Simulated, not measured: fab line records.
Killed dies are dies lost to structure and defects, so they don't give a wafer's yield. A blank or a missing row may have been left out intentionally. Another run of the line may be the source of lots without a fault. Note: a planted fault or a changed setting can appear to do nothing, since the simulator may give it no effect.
Which of the tools did it?	flow n5 finfet	6 lots with 16 wafers sampled at 4 steps, on a route of 1938 steps

WHAT EACH GAUGE READ, for each wafer
N5_BEOL_M4_INSPECT_59: inspects for defects (darkfield).
lot	measured	on	raw defect count
L169	day 7 23:52	defect inspect-01	47 78 75
L171	day 9 01:20	defect inspect-02	37 44 35
L173	day 9 10:42	defect inspect-01	83 58 87
L176	day 10 06:50	defect inspect-02	112 121
L185	day 12 12:44	defect inspect-02	82 49 72
L188	day 13 12:03	defect inspect-01	42 58

WHAT TOOL EACH LOT RAN ON (gives the tool, then ch and the chambers of the sampled wafers, and finally the start)
lot	N5_PMOS_HMC_CHANNEL_EPI_EPI_26	N5_BEOL_M4_ANNEAL_51	N5_BEOL_M4_CO_CAP_55
L169	epi rpcvd-04 ch 0, day 2 03:02	rtp anneal-02 ch 0, day 7 23:01	cvd co-02 ch 0,1, day 7 23:39
L171	epi rpcvd-04 ch 0, day 2 14:21	rtp anneal-02 ch 0, day 9 00:30	cvd co-02 ch 1,2, day 9 01:08
L173	epi rpcvd-04 ch 0, day 3 01:53	rtp anneal-01 ch 0, day 9 09:46	cvd co-01 ch 0,1,2, day 9 10:29
L176	epi rpcvd-03 ch 0, day 3 19:58	rtp anneal-02 ch 0, day 10 05:56	cvd co-02 ch 0,2, day 10 06:36
L185	epi rpcvd-04 ch 0, day 6 02:08	rtp anneal-02 ch 0, day 12 11:49	cvd co-02 ch 0,1,2, day 12 12:29
L188	epi rpcvd-01 ch 0, day 6 19:52	rtp anneal-02 ch 0, day 13 11:13	cvd co-01 ch 0,1, day 13 11:50
- N5_PMOS_HMC_CHANNEL_EPI_EPI_26: deposits Si from SiH4/H2, target thk 3.8 nm, time 22.7 s.
- N5_BEOL_M4_ANNEAL_51: time 90 s.
- N5_BEOL_M4_CO_CAP_55: material Co, precursor CCTBA/H2, target thk 2 nm, time 102.1 s.

THE ANSWER, worked out from the rows above alone
Rule: usual is defined by the lots themselves. Put in order of their means at a reading, lots are off if they are a third of the lots or fewer, leave a main group of 4 or more, and stand apart from it by a gap of 3 or more times the standard deviation of the main group's means; of several such gaps the widest counts. If all means in a main group match to the digits the tables above print for the reading, that group is not used. Also off: a lot with no number at a reading for which 4 or more lots have one. The other lots that the step has rows for count as sound.
Across all readings shown, no lot is off: no conclusion can be drawn from this.

WHAT THE SIMULATOR HAD PUT IN
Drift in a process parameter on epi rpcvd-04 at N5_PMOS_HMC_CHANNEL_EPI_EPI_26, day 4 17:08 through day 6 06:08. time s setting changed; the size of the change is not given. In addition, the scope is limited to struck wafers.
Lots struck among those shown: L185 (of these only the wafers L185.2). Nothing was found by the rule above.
